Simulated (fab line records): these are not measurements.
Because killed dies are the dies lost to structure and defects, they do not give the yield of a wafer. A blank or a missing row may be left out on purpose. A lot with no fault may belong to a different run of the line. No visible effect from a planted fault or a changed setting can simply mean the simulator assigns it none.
Check of tool commonality ; flow nandHarc ; Lots sampled 3, wafers sampled 9

## WHY THIS WAS OPENED
Flagged at NHARC_END_SORT_01: reading killedAtArray, on 2 of 3 lots. Fault-free wafers read 24, with a standard deviation of 8.7.
Rule: a lot is flagged in two cases, either no wafer of it has a number, or all its wafers with numbers fall more than 4 standard deviations from that mean. The other lots count as sound.

lot;measured;on;killedAtArray, wafer by wafer;flag
L585;day 22 22:02;prober-01;19 19 17;
L588;day 24 01:56;prober-01;676 675 674;FLAGGED
L586;day 24 01:56;prober-02;669 665 670;FLAGGED
On average the flagged lots' numbers are 672, which is +648 against the usual, or +74 standard deviations.

## LOT BY LOT: THE TOOL USED
The record holds 3 process steps before the reading, out of a route of 1159 steps. Cell contents, in order: the tool; ch with the chambers the sampled wafers went through; the start.
lot;flag;NHARC_A_CONTACT_ETCH_112;NHARC_A_CONTACT_ETCH_113;NHARC_A_CONTACT_ETCH_118
L585;;harCapEtch-03 ch 0,1, day 19 13:22;harCapEtch-03 ch 0,1, day 19 13:28;harCapEtch-03 ch 0,1, day 19 13:55
L588;FLAGGED;harCapEtch-02 ch 0,1, day 20 20:32;harCapEtch-02 ch 0,1, day 20 20:37;harCapEtch-02 ch 0,1, day 20 21:04
L586;FLAGGED;harCapEtch-03 ch 0,1, day 20 17:50;harCapEtch-03 ch 0,1, day 20 17:56;harCapEtch-03 ch 0,1, day 20 18:23
These steps, and what they do:
- NHARC_A_CONTACT_ETCH_112: etches the open film in C4F8/O2/Ar, time 94 s, target depth 922 nm.
- NHARC_A_CONTACT_ETCH_113: etches the open film in C4F8/O2/Ar, time 94 s, target depth 922 nm.
- NHARC_A_CONTACT_ETCH_118: etches the open film in C4F8/O2/Ar, time 94 s, target depth 922 nm.
- NHARC_END_SORT_01

## FLAGGED OVER TOTAL, TOOL BY TOOL (the gauges that took the reading come last)
step;tool;lots run;flagged;share of the flagged lots;sound lots run after its first flagged lot
NHARC_A_CONTACT_ETCH_112;harCapEtch-02;1;1;some;0
NHARC_A_CONTACT_ETCH_112;harCapEtch-03;2;1;some;0
NHARC_A_CONTACT_ETCH_113;harCapEtch-02;1;1;some;0
NHARC_A_CONTACT_ETCH_113;harCapEtch-03;2;1;some;0
NHARC_A_CONTACT_ETCH_118;harCapEtch-02;1;1;some;0
NHARC_A_CONTACT_ETCH_118;harCapEtch-03;2;1;some;0
NHARC_END_SORT_01;prober-01;2;1;some;0
NHARC_END_SORT_01;prober-02;1;1;some;0

## WHAT IS ALLOWED BY THE TABLE
No row of the table ran every flagged lot.

## WHAT WAS PUT IN BY THE SIMULATOR
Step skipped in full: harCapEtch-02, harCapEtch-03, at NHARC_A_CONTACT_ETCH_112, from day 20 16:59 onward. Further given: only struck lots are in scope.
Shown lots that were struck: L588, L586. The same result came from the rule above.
